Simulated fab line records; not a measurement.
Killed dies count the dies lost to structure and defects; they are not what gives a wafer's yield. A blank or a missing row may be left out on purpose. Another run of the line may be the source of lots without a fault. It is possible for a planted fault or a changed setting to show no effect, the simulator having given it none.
Chamber matching | flow nand harc | NHARC_A_CONTACT_ETCH_90 on rie diel-13: 4 sister chambers
The step etches the open film in CH3F/O2, target depth 40 nm, time 85.7 s. 14 wafers are shown with their chamber, then 7 later ones without.

== EACH WAFER AND ITS CHAMBER ==
wafer  | chamber | drypump motor current A (A) | showerhead plenum p Torr (Torr) | rf vpp V (V)
L316.2 | 3       | 5.1                         | 2.40                            | 242.9
L316.4 | 2       | 6.1                         | 2.52                            | 244.6
L316.6 | 1       | 6.1                         | 2.43                            | 245.1
L317.1 | 0       | 5.6                         | 2.47                            | 244.9
L317.2 | 3       | 5.0                         | 2.40                            | 243.3
L317.6 | 2       | 6.1                         | 2.52                            | 244.7
L328.3 | 0       | 5.6                         | 2.46                            | 244.1
L328.4 | 3       | 5.0                         | 2.40                            | 243.3
L328.5 | 0       | 5.6                         | 2.46                            | 245.0
L333.1 | 3       | 5.1                         | 2.40                            | 242.9
L333.4 | 2       | 6.1                         | 2.52                            | 246.4
L333.5 | 3       | 5.1                         | 2.40                            | 242.2
L337.1 | 3       | 5.0                         | 2.40                            | 242.4
L337.4 | 2       | 6.1                         | 2.51                            | 244.9

SIGNATURES, as means of the wafers listed above
reading                  | chamber 0 | chamber 1 | chamber 2 | chamber 3 | scatter within a chamber
drypump motor current A  | 5.600     | 6.100     | 6.100     | 5.050     | 0.0387
showerhead plenum p Torr | 2.4633    | 2.4300    | 2.5175    | 2.4000    | 0.00376
rf vpp V                 | 244.667   | 245.100   | 245.150   | 242.833   | 0.604
Rule: distance of a wafer from a chamber = root of the sum over the readings of ((wafer's reading minus chamber's mean) / reading's scatter) squared. The wafer belongs to the nearest chamber; if the next one is less than 2 further off, it can't be placed. The scatter: the root of (the sum of the squares of (reading less its chamber's mean) over the shown wafers, divided by (wafers less chambers)).

== WAFERS MISSING THEIR CHAMBER ==
wafer  | drypump motor current A (A) | showerhead plenum p Torr (Torr) | rf vpp V (V)
L337.5 | 6.1                         | 2.43                            | 244.3
L338.2 | 5.1                         | 2.40                            | 245.6
L338.4 | 6.1                         | 2.43                            | 244.5
L338.5 | 6.1                         | 2.43                            | 243.2
L339.1 | 6.1                         | 2.43                            | 244.1
L339.2 | 5.6                         | 2.46                            | 244.0
L339.3 | 5.1                         | 2.40                            | 244.3

== CHAMBER TAKEN BY EACH ==
wafer  | from the rows above | in truth
L337.5 | 1                   | 1
L338.2 | 3                   | 3
L338.4 | 1                   | 1
L338.5 | 1                   | 1
L339.1 | 1                   | 1
L339.2 | 0                   | 0
L339.3 | 3                   | 3
7 of 7 placed correctly. Number that these rows cannot place: 0. Number placed wrongly: 0.
